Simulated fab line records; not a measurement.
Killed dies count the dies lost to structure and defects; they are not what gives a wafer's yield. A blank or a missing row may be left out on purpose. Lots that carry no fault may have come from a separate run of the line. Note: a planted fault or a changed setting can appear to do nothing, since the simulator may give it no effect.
fab line records    flow n5_finfet
record: lots: 9  wafers: 24  last_day: 18
route steps=1938 shown BEOL_M1@773 BEOL_M4@1111 PASSIVATION@1936
lots untouched by any fault: they come from a run of this same line in which no faults occurred
start_h: hours from the record's opening day to when the first of the lot's shown wafers began    wait_h: hours from the lot's prior step to this one    " the same as in the row above    L1.1+2: several wafers, shown together as one row    - either no value or no given start    * or withheld: withheld    < > ~ a bound
route shown NAME@n: a module of which the file shows steps, and the number in the route of the first    usual: mean/standard deviation taken from wafers without a fault    same: alike in all rows    chamber/n: place in a boat    sites: the reading at each site    _std_site: the values' standard deviation    _edge_site: outer sites' mean less inner sites'    radius_mm: for every site, how far away it sits from the centre of the wafer    mask NAME#n: copy n    behind: the tool/chamber that last shaped the wafer    hold: why the lot was held/for how many hours/how that ended    device: whichever transistor did not switch (one of n, p or np)    end of line: the route-end tests of the same wafers    step lacking rows: just its recipe    killed: not the wafer's yield, but the dies lost to structure and defects at the first sort    map: a wafer's dies, x killed, . not, _ none there
set.NAME: setting as actually run; set.NAME@STEP: the setting as run at that earlier step    model.NAME: the simulator's own value behind a step, which no gauge read
the route's steps for a sample of lots (tables are steps, rows are wafers)
services: when a tool's chamber went out of use (start_h, in hours from the record's first day, below 0 if earlier), for how many hours, and the reason
== steps ==
step: N5_BEOL_M1_STRIP_66
recipe: chemistry: CF4  resist: SiARC  power_w: 300  bias_power_w: 75  pressure_mtorr: 50  cf4_flow_sccm: 150  rf_frequency_hz: 6e+07
usual: drypump_motor_current_A: 5.7/0.47  oes_product_au: 0.75/0.073  rf_vpp_V: 271.0/1.7  showerhead_plenum_p_Torr: 1.78/0.052  throttle_valve_pct: 13.64/0.27
lot.wafer  tool         chamber  start_h  wait_h  drypump_motor_current_A  oes_product_au  rf_hours_counter_h  rf_vpp_V  showerhead_plenum_p_Torr  throttle_valve_pct
L454.1     rie_diel-02  3        130.60   0.0     5.5                      0.90            30                  272.3     1.87                      13.11
L454.4     "            0        "        "       5.2                      0.88            21                  273.0     1.78                      13.43
L454.5     "            3        "        "       5.5                      0.89            -                   273.3     1.87                      13.11
L457.1     rie_diel-02  3        151.56   0.0     5.5                      0.88            38                  274.3     1.87                      13.13
L457.2     "            1        "        "       6.2                      0.73            184                 271.6     1.77                      13.49
L457.3     "            2        "        "       5.6                      0.72            211                 268.6     1.72                      13.71
L463.1     rie_diel-03  3        195.43   0.0     5.1                      0.71            204                 271.6     1.78                      13.86
L463.2     "            1        "        "       5.7                      0.73            187                 270.1     1.71                      13.79
L463.5     "            3        "        "       5.1                      0.72            -                   270.5     1.78                      13.89
L467.1     rie_diel-01  0        213.22   0.0     5.5                      0.86            37                  270.8     1.82                      13.33
L467.5     "            3        "        "       6.6                      0.71            -                   272.7     1.84                      13.77
L468.1     rie_diel-02  0        220.25   0.0     5.3                      0.84            45                  269.9     1.77                      13.49
L468.4     "            1        "        "       6.2                      0.72            199                 271.5     1.76                      13.51
L470.1     rie_diel-02  0        234.94   0.0     5.3                      0.83            48                  270.5     1.77                      13.49
L470.4     "            2        "        "       5.6                      0.70            232                 269.3     1.72                      13.77
L472.2     rie_diel-01  3        241.96   0.0     6.6                      0.70            189                 271.5     1.84                      13.81
L472.4     "            0        "        "       5.6                      0.84            -                   271.8     1.82                      13.35
L472.5     "            3        "        "       6.6                      0.70            -                   271.5     1.84                      13.81
L473.3     rie_diel-03  0        252.92   0.0     5.7                      0.69            244                 271.8     1.82                      14.01
L473.5     "            3        "        "       5.1                      0.70            -                   270.7     1.78                      13.92
L473.6     "            0        "        "       5.7                      0.70            -                   271.6     1.82                      14.02
L475.1     rie_diel-01  0        267.32   0.0     5.5                      0.83            59                  270.7     1.82                      13.39
L475.5     "            3        "        "       6.6                      0.70            -                   273.3     1.84                      13.82
L475.6     "            1        "        "       6.5                      0.67            -                   269.4     1.72                      13.59
step: N5_BEOL_M1_DESCUM_33
recipe: chemistry: O2  time_s: 7  source_power_w: 50  bias_power_w: 20  pressure_mtorr: 20  rf_frequency_hz: 2.712e+07  temp_c: 40  resist: CAR-EUV  o2_flow_sccm: 225
usual: drypump_motor_current_A: 5.7/0.46  oes_product_au: 0.76/0.07  rf_vpp_V: 243.1/1.3  showerhead_plenum_p_Torr: 2.09/0.076  throttle_valve_pct: 20.52/0.27
lot.wafer  tool         chamber  start_h  wait_h  drypump_motor_current_A  oes_product_au  rf_hours_counter_h  rf_vpp_V  showerhead_plenum_p_Torr  throttle_valve_pct
L454.1     rie_diel-03  3        131.60   0.4     5.1                      0.74            185                 242.1     2.08                      20.58
L454.4     "            1        "        "       5.7                      0.77            168                 241.7     2.02                      20.81
L454.5     "            1        "        "       5.7                      0.77            -                   241.6     2.02                      20.79
L457.1     rie_diel-03  0        152.23   0.0     5.7                      0.72            213                 243.7     2.15                      20.78
L457.2     "            2        "        "       5.3                      0.71            220                 243.3     2.15                      20.66
L457.3     "            1        "        "       5.7                      0.75            174                 242.6     2.02                      20.83
L463.1     rie_diel-02  1        196.22   0.0     6.3                      0.73            197                 243.2     2.06                      20.23
L463.2     "            3        "        "       5.5                      0.87            52                  243.9     2.25                      20.41
L463.5     "            2        "        "       5.6                      0.72            -                   240.1     1.99                      20.51
L467.1     rie_diel-03  0        214.90   0.7     5.6                      0.71            232                 243.7     2.14                      20.80
L467.5     "            0        "        "       5.7                      0.71            -                   245.4     2.14                      20.80
L468.1     rie_diel-03  2        220.98   0.1     5.2                      0.69            243                 243.4     2.14                      20.69
L468.4     "            3        "        "       5.1                      0.72            212                 243.4     2.07                      20.61
L470.1     rie_diel-03  2        235.74   0.0     5.3                      0.69            247                 245.0     2.14                      20.71
L470.4     "            1        "        "       5.7                      0.74            200                 241.7     2.01                      20.85
L472.2     rie_diel-02  0        242.74   0.0     5.3                      0.84            50                  243.5     2.07                      20.61
L472.4     "            2        "        "       5.6                      0.71            235                 241.4     1.99                      20.53
L472.5     "            3        "        "       5.5                      0.87            -                   245.1     2.24                      20.42
L473.3     rie_diel-01  1        253.58   0.0     6.6                      0.66            252                 240.8     1.96                      20.09
L473.5     "            0        "        "       5.5                      0.86            -                   243.6     2.10                      20.04
L473.6     "            1        "        "       6.6                      0.66            -                   241.3     1.96                      20.12
L475.1     rie_diel-01  0        268.24   0.0     5.5                      0.85            59                  242.8     2.10                      20.05
L475.5     "            1        "        "       6.6                      0.66            -                   242.2     1.96                      20.11
L475.6     "            3        "        "       6.6                      0.73            -                   244.4     2.17                      20.75
step: N5_BEOL_M1_ETCH_77
recipe: chemistry: N2/H2  target: underlayer  target_depth_a: 65  mask_material: CAR-EUV  time_s: 5.2  ion_energy_ev: 200  pressure_mtorr: 30  source_w: 840  bias_w: 150  n2_flow_sccm: 200  h2_flow_sccm: 200  ends: cleared
usual: drypump_motor_current_A: 5.7/0.47  etch_rf_on_time_s: 5.17/0.12  oes_product_au: 0.65/0.055  rf_vpp_V: 523.7/2.8  showerhead_plenum_p_Torr: 2.53/0.086  throttle_valve_pct: 17.92/0.29
lot.wafer  tool         chamber  start_h  wait_h  drypump_motor_current_A  etch_rf_on_time_s  oes_product_au  rf_hours_counter_h  rf_vpp_V  showerhead_plenum_p_Torr  throttle_valve_pct
L454.1     rie_diel-03  3        131.63   0.0     5.1                      5.13               0.62            185                 522.8     2.54                      18.12
L454.4     "            1        "        "       5.7                      5.06               0.65            168                 522.0     2.45                      18.19
L454.5     "            1        "        "       5.7                      5.14               0.64            -                   521.2     2.45                      18.17
L457.1     rie_diel-03  0        152.26   0.0     5.7                      5.15               0.62            213                 526.6     2.62                      18.26
L457.2     "            2        "        "       5.3                      5.11               0.61            220                 528.7     2.60                      17.94
L457.3     "            1        "        "       5.7                      5.11               0.64            174                 520.4     2.45                      18.21
L463.1     rie_diel-02  1        196.26   0.0     6.3                      5.12               0.62            197                 523.1     2.53                      17.91
L463.2     "            3        "        "       5.5                      5.22               0.74            52                  527.9     2.66                      17.46
L463.5     "            2        "        "       5.6                      5.25               0.60            -                   520.4     2.40                      17.87
L467.1     rie_diel-03  0        214.94   0.0     5.7                      3.74               0.74            232                 526.4     2.61                      18.32
L467.5     "            0        "        "       5.7                      3.75               0.74            -                   525.6     2.61                      18.30
L468.1     rie_diel-03  2        221.88   0.9     5.3                      3.71               0.72            243                 525.4     2.59                      18.01
L468.4     "            3        "        "       5.1                      5.11               0.62            212                 523.8     2.53                      18.15
L470.1     rie_diel-03  2        235.77   0.0     5.3                      3.76               0.71            247                 527.9     2.59                      18.01
L470.4     "            1        "        "       5.7                      5.10               0.63            200                 521.0     2.43                      18.26
L472.2     rie_diel-02  0        242.77   0.0     5.2                      5.49               0.69            50                  522.9     2.48                      17.77
L472.4     "            2        "        "       5.6                      5.22               0.60            235                 520.2     2.40                      17.88
L472.5     "            3        "        "       5.5                      5.22               0.73            -                   526.0     2.65                      17.48
L473.3     rie_diel-01  1        253.61   0.0     6.6                      5.28               0.57            252                 519.2     2.39                      17.62
L473.5     "            0        "        "       5.5                      5.20               0.72            -                   524.0     2.57                      17.51
L473.6     "            1        "        "       6.6                      5.32               0.58            -                   519.4     2.39                      17.60
L475.1     rie_diel-01  0        268.28   0.0     5.6                      5.20               0.70            59                  524.4     2.57                      17.53
L475.5     "            1        "        "       6.6                      5.32               0.57            -                   520.5     2.39                      17.62
L475.6     "            3        "        "       6.6                      5.12               0.61            -                   526.4     2.64                      18.24
step: N5_BEOL_M1_ETCH_70
recipe: chemistry: N2/H2  target: SOC  target_depth_a: 800  overetch_a: 160  mask_material: SiARC  temp_c: 40  time_s: 120  ion_energy_ev: 200  pressure_mtorr: 30  source_w: 840  bias_w: 150  n2_flow_sccm: 200  h2_flow_sccm: 200
usual: drypump_motor_current_A: 5.8/0.49  oes_product_au: 0.58/0.06  rf_vpp_V: 523.5/2.7  showerhead_plenum_p_Torr: 2.52/0.088  throttle_valve_pct: 17.8/0.3
lot.wafer  tool         chamber  start_h  wait_h  drypump_motor_current_A  oes_product_au  rf_hours_counter_h  rf_vpp_V  showerhead_plenum_p_Torr  throttle_valve_pct
L454.1     rie_diel-02  3        132.22   0.0     5.5                      0.70            31                  528.0     2.67                      17.4
L454.4     "            1        "        "       6.2                      0.56            177                 523.5     2.54                      17.8
L454.5     "            1        "        "       6.3                      0.57            -                   523.1     2.54                      17.8
L457.1     rie_diel-02  1        153.29   0.0     6.2                      0.56            185                 524.1     2.53                      17.8
L457.2     "            3        "        "       5.6                      0.68            38                  528.0     2.66                      17.4
L457.3     "            0        "        "       5.3                      0.66            29                  522.5     2.49                      17.7
L463.1     rie_diel-02  0        204.13   0.0     5.3                      0.65            44                  521.6     2.48                      17.7
L463.2     "            1        "        "       6.2                      0.56            198                 523.5     2.53                      17.9
L463.5     "            1        "        "       6.3                      0.56            -                   523.6     2.53                      17.9
L467.1     rie_diel-03  3        216.31   0.0     5.1                      0.55            211                 523.0     2.53                      18.1
L467.5     "            3        "        "       5.1                      0.55            -                   521.7     2.53                      18.1
L468.1     rie_diel-01  1        222.18   0.0     6.6                      0.53            240                 519.0     2.39                      17.6
L468.4     "            1        "        "       6.6                      0.53            -                   520.0     2.39                      17.6
L470.1     rie_diel-02  0        236.03   0.0     5.3                      0.64            48                  521.7     2.48                      17.7
L470.4     "            2        "        "       5.6                      0.54            232                 519.3     2.40                      17.9
L472.2     rie_diel-03  3        247.07   0.0     5.1                      0.55            221                 522.6     2.52                      18.1
L472.4     "            0        "        "       5.6                      0.54            -                   525.8     2.61                      18.3
L472.5     "            1        "        "       5.7                      0.56            -                   519.8     2.43                      18.2
L473.3     rie_diel-01  0        257.40   0.0     5.6                      0.65            56                  526.6     2.57                      17.5
L473.5     "            0        "        "       5.6                      0.64            -                   524.7     2.57                      17.5
L473.6     "            3        "        "       6.6                      0.54            -                   526.8     2.64                      18.2
L475.1     rie_diel-02  0        271.24   0.0     5.3                      0.62            59                  522.1     2.47                      17.7
L475.5     "            2        "        "       5.6                      0.54            -                   518.7     2.40                      17.9
L475.6     "            1        "        "       6.2                      0.55            -                   524.6     2.52                      17.9
step: N5_BEOL_M4_RC_MEAS_101
usual: DIBL_N: 36.0/2.5  DIBL_P: 36.7/3  IOFF_N: 0.16/0.043  IOFF_P: 0.21/0.049  ION_N: 673/15  ION_P: 461/9.8  SS_N: 71.5/0.83  SS_P: 73.4/0.83  VT_N: 250/4  VT_P: -251/4
lot.wafer  tool       chamber  start_h  wait_h  DIBL_N[mV/V]  DIBL_P[mV/V]  IOFF_N[nA/um]  IOFF_P[nA/um]  ION_N[uA/um]  ION_P[uA/um]  SS_N[mV/dec]  SS_P[mV/dec]  VT_N[mV]  VT_P[mV]
L454.1     prober-02  0        180.56   0.0     36.6          37.3          0.18           0.19           697           468           71.9          74.1          248       -254
L454.4     "          0        "        "       38.3          38.7          0.20           0.22           686           459           72.2          74.5          247       -251
L454.5     "          0        "        "       34.3          34.4          0.13           0.16           676           463           70.9          73.0          254       -255
L457.1     prober-01  0        192.36   0.0     40.5          41.9          0.23           0.29           687           465           72.0          73.8          244       -245
L457.2     "          0        "        "       32.2          32.5          0.09           0.15           647           452           69.8          71.4          258       -253
L457.3     "          0        "        "       38.0          39.1          0.18           0.24           681           465           71.5          73.0          248       -247
L463.1     prober-02  0        242.03   0.0     39.5          40.3          0.23           0.28           685           460           72.8          74.4          245       -247
L463.2     "          0        "        "       35.1          34.3          0.14           0.19           686           473           70.6          73.1          252       -254
L463.5     "          0        "        "       37.1          36.4          0.19           0.21           678           457           71.6          73.3          247       -253
L467.1     prober-01  0        266.62   0.0     34.7          34.9          0.14           0.19           677           466           70.6          73.5          251       -250
L467.5     "          0        "        "       38.4          39.5          0.21           0.27           684           469           72.1          74.4          246       -248
L468.1     prober-01  0        269.88   0.0     35.1          36.4          0.14           0.18           666           458           71.5          73.6          252       -252
L468.4     "          0        "        "       37.5          37.5          0.18           0.20           693           462           72.1          74.3          249       -252
L470.1     prober-02  0        296.13   0.0     34.8          37.1          0.16           0.19           679           462           71.5          73.4          248       -252
L470.4     "          0        "        "       27.6          28.4          0.07           0.11           649           455           69.4          71.7          258       -257
L472.2     prober-01  0        296.14   0.2     37.2          38.7          0.19           0.26           677           464           71.9          73.6          248       -248
L472.4     "          0        "        "       33.4          33.9          0.13           0.19           662           463           70.9          72.9          253       -250
L472.5     "          0        "        "       34.2          34.3          0.15           0.20           682           472           71.5          72.6          246       -249
L473.3     prober-01  0        305.45   0.3     36.2          37.5          0.17           0.23           690           470           71.2          73.6          246       -248
L473.5     "          0        "        "       35.2          35.9          0.15           0.21           686           475           71.5          72.8          250       -248
L473.6     "          0        "        "       38.7          40.4          0.22           0.29           685           466           72.0          74.1          244       -246
L475.1     prober-01  0        325.33   0.0     35.6          36.6          0.14           0.17           672           454           71.1          72.9          252       -256
L475.5     "          0        "        "       37.2          38.3          0.17           0.19           683           463           71.8          73.6          251       -254
L475.6     "          0        "        "       35.3          36.1          0.13           0.16           650           445           70.9          73.2          254       -258
step: N5_PASSIVATION_PROBE_49
usual: defect_limited_yield: 91.1/1.5  killed_at_M0_to_M3: 37/11  killed_at_M4_up: 13/5.6  killed_at_contacts: 12/5.6  killed_at_front_end: 39/11  killed_at_other: 4/3.1  killed_dies: 105/18  killed_open: 69/13  killed_short: 35/7.4  sort_bin_5_function: 5.1/0.92  sort_bin_6_memory: 3.4/0.76  sort_bin_8_speed: 0.02/0.11  sort_n_pass: 1075/18  sort_yield_pct: 91.1/1.5
same: gross_dies: 1180  killed_at_back_side: 0  sort_bin_4_leakage[%]: 0
lot.wafer  tool       chamber  start_h  wait_h  defect_limited_yield[%]  killed_at_M0_to_M3  killed_at_M4_up  killed_at_contacts  killed_at_front_end  killed_at_other  killed_dies  killed_open  killed_short  sort_bin_5_function[%]  sort_bin_6_memory[%]  sort_bin_8_speed[%]  sort_n_pass  sort_yield_pct[%]
L470.1     prober-02  -        410.03   0.0     92.8                     25                  10               13                  33                   4                85           53           30            5.0                     1.9                   0                    1095         92.8
L470.4     prober-02  -        410.18   0.2     92.8                     22                  13               8                   40                   2                85           58           26            4.2                     2.8                   0                    1095         92.8
killed by level:class
L470.1 MOL_CONTACT_COAG:geometric_particle:open=12 FIN_SAQP:geometric_particle:open=8 STI_FIN_REVEAL:geometric_particle:open=7 GATE_CUT:geometric_particle:short=7 BEOL_M1:geometric_particle:open=5 BEOL_M3:geometric_particle:open=4 BEOL_M2:geometric_particle:short=4 BEOL_M1:geometric_particle:short=3
L470.4 GATE_CUT:geometric_particle:open=9 MOL_CONTACT_COAG:geometric_particle:open=8 FIN_SAQP:geometric_particle:open=7 BEOL_M3:geometric_particle:open=6 GATE_CUT:geometric_particle:short=6 BEOL_M1:geometric_particle:short=6 BEOL_M4:geometric_particle:open=6 FIN_SAQP:geometric_particle:short=5
== services ==
tool         chamber  start_h  hours  kind
rie_diel-02  -        204.96   14.6   pm
rie_diel-01  3        218.89   5.0    repair
rie_diel-02  0        225.17   5.2    repair
rie_diel-01  2        237.75   12.4   repair
rie_diel-03  2        244.14   -      clean
rie_diel-03  2        244.14   -      consumable_replace:focus_ring
rie_diel-03  2        244.14   16.8   scheduled_down
rie_diel-03  2        244.14   16.8   vent_cycle
rie_diel-01  2        250.55   -      clean
rie_diel-01  2        250.55   -      consumable_replace:focus_ring
rie_diel-01  2        250.55   18.5   scheduled_down
rie_diel-01  2        250.55   18.5   vent_cycle
rie_diel-01  1        269.04   -      clean
rie_diel-01  1        269.04   -      consumable_replace:focus_ring
rie_diel-01  1        269.04   -      consumable_replace:showerhead
rie_diel-01  1        269.04   21.5   scheduled_down
rie_diel-01  1        269.04   21.5   vent_cycle
rie_diel-03  0        270.19   -      clean
rie_diel-03  0        270.19   -      consumable_replace:focus_ring
rie_diel-03  0        270.19   14.2   scheduled_down
rie_diel-03  0        270.19   14.2   vent_cycle
== key ==
first_sign: step: N5_BEOL_M1_ETCH_77  reading: etch_rf_on_time_s  direction: down  sigmas: 11  usual: *  struck: *
effect none on later readings
met_at N5_BEOL_M1_ETCH_77
struck_lots L467,L468,L470
struck_wafers L467.1,L467.5,L468.1,L470.1
not_acting_at N5_BEOL_M1_STRIP_66,N5_BEOL_M1_DESCUM_33,N5_BEOL_M1_ETCH_70
onset_between 152.26 214.94
fault: kind: process_parameter_drift  tool: rie_diel-03  chamber: -  onset_h: 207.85  steps: N5_BEOL_M1_ETCH_77  channel: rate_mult  offset: 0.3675  shape: step  end_h: 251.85  scope: struck_wafers_only
